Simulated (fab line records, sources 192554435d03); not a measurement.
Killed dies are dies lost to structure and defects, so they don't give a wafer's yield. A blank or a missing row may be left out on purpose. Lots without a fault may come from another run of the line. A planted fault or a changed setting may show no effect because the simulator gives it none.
One fault seen from 2 desks | flow n5_finfet | each desk has only its own numbers; what lay behind them comes last

THE TOOL OWNER'S DESK: pvd_sputter-01
The tool's own readings at N5_BEOL_M5_HM_DEP_02 (deposits TiN, target thk 20 nm): means of the sampled wafers that have a number, for each lot that ran on this tool. A lot is out of limits, marked OUT, if its mean lies more than 4 standard deviations from the usual mean; the brackets give that distance.
Columns: A = throttle_valve_pct at N5_BEOL_M5_HM_DEP_02, usual 30.0 %
lot  | first seen here | A
L421 | day 11 01:55    | 30.7
L437 | day 14 13:34    | 29.8
This desk's finding: nothing out of limits on any of the 2 lots.

THE METROLOGY DESK
What the gauges read, lot by lot, whatever tool the lot ran on: means of the sampled wafers that have a number. A lot is out of limits, marked OUT, if its mean lies more than 4 standard deviations from the usual mean; the brackets give that distance. Of its 12 readings 7 are shown: those that lie furthest out on some lot.
Columns: A = IOFF_N at N5_BEOL_M4_RC_MEAS_101, usual 0.17 nA/um; B = IOFF_P at N5_BEOL_M4_RC_MEAS_101, usual 0.23 nA/um; C = ION_P at N5_BEOL_M4_RC_MEAS_101, usual 464 uA/um; D = VT_N at N5_BEOL_M4_RC_MEAS_101, usual 250 mV; E = VT_P at N5_BEOL_M4_RC_MEAS_101, usual -249 mV; F = trench_depth_nm at N5_BEOL_M5_OCD_MEAS_38, usual 71.1 nm; G = cd_nm at N5_BEOL_M5_CD_MEAS_35, usual 27.9 nm
lot  | first seen here | A    | B    | C   | D   | E    | F    | G
L421 | day 10 23:16    | 0.14 | 0.24 | 471 | 252 | -246 | 70.9 | 27.8
L437 | day 14 11:35    | 0.14 | 0.19 | 456 | 251 | -253 | 69.5 | 28.1
L439 | day 14 14:41    | 0.16 | 0.21 | 465 | 247 | -248 | 69.0 | 28.3
This desk's finding: nothing out of limits on any of the 3 lots.

PUT TOGETHER
The tool owner's desk saw nothing out of limits.
The metrology desk saw nothing out of limits.

WHAT THE SIMULATOR HAD PUT IN
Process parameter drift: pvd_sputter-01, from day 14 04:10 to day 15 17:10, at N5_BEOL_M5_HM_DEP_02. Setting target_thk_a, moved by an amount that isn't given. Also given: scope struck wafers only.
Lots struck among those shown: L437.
